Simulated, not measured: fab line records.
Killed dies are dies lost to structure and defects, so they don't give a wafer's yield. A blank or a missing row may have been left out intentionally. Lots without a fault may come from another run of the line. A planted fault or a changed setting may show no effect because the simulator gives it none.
Matching of chambers	flow n5 finfet	N5_BEOL_M3_PRE_CLEAN_60 on cvd co-02 has 3 sister chambers
The step time 15 s. 14 wafers are shown with their chamber, then 7 later ones without.

WAFERS PAIRED WITH THEIR CHAMBERS
wafer	chamber	heater power w (W)
L382.1	1	104
L382.4	0	107
L382.5	1	103
L386.2	2	133
L386.3	0	112
L386.4	2	136
L387.1	0	110
L387.2	2	132
L387.5	1	105
L391.2	0	113
L391.4	2	133
L391.5	0	107
L393.2	2	135
L393.3	1	105

SIGNATURES (means of the wafers above)
reading	chamber 0	chamber 1	chamber 2	scatter within a chamber
heater power w	109.80	104.25	133.80	2.01
Rule: distance of a wafer from a chamber = root of the sum over the readings of ((wafer's reading minus chamber's mean) / reading's scatter) squared. If the next closest chamber is less than 2 further off than the closest, the wafer can't be placed; otherwise it belongs to the closest. How the scatter is found: for the shown wafers, subtract from each reading the mean of its chamber, square and add these, divide the total by (wafers less chambers), then take the root.

WAFERS WITHOUT THEIR CHAMBER
wafer	heater power w (W)
L393.4	108
L400.2	130
L400.4	111
L400.6	104
L404.1	132
L404.3	102
L404.5	137

WHICH CHAMBER EACH WENT THROUGH
wafer	from the rows above	in truth
L393.4	can't be placed: 0 or 1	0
L400.2	2	2
L400.4	0	0
L400.6	1	1
L404.1	2	2
L404.3	1	1
L404.5	2	2
Placed correctly: 6 of 7. Can't be placed from these rows: 1 (the true chamber is among the candidates in 1). Number placed wrongly: 0.
